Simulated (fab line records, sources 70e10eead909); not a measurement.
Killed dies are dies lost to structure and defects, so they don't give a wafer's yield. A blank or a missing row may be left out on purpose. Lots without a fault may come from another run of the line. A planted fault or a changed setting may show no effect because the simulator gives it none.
Chamber matching | flow nand_harc | NHARC_P_BONDPAD_DESCUM_11 on rie_diel-05: 4 sister chambers
The step chemistry O2, time 3 s. 4 wafers are shown with their chamber, then 8 later ones without.

WAFERS WITH THEIR CHAMBER
wafer  | chamber | oes_product_au (a.u.)
L081.3 | 2       | 1.014
L081.1 | 0       | 1.013
L081.4 | 1       | 1.001
L085.3 | 3       | 1.003

WAFERS WITHOUT THEIR CHAMBER
wafer  | oes_product_au (a.u.)
L085.5 | 1.018
L085.6 | 1.010
L088.1 | 1.025
L088.3 | 1.009
L088.6 | 1.011
L096.1 | 1.003
L096.2 | 1.013
L096.5 | 0.985

WHICH CHAMBER EACH WENT THROUGH
wafer  | from the rows above               | in truth
L085.5 | can't be placed: 2 or 0 or 3 or 1 | 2
L085.6 | can't be placed: 0 or 2 or 3 or 1 | 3
L088.1 | can't be placed: 2 or 0 or 3 or 1 | 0
L088.3 | can't be placed: 0 or 2 or 3 or 1 | 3
L088.6 | can't be placed: 0 or 2 or 3 or 1 | 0
L096.1 | can't be placed: 3 or 1 or 0 or 2 | 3
L096.2 | can't be placed: 0 or 2 or 3 or 1 | 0
L096.5 | can't be placed: 1 or 3 or 0 or 2 | 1
Placed correctly: 0 of 8. Can't be placed from these rows: 8 (the true chamber is among the candidates in 8). Placed wrongly: 0.
How it was worked out, from the rows above alone: a wafer's distance from a chamber is the root of the sum, over the readings, of the square of ((its reading less the chamber's mean) divided by the reading's scatter). The wafer belongs to the nearest chamber; if the next one is less than 2 further off, it can't be placed. A chamber's mean is the mean of its shown wafers. The scatter: with one shown wafer a chamber, the root of the mean of the squares of how far each hidden wafer lies from its nearest shown one.
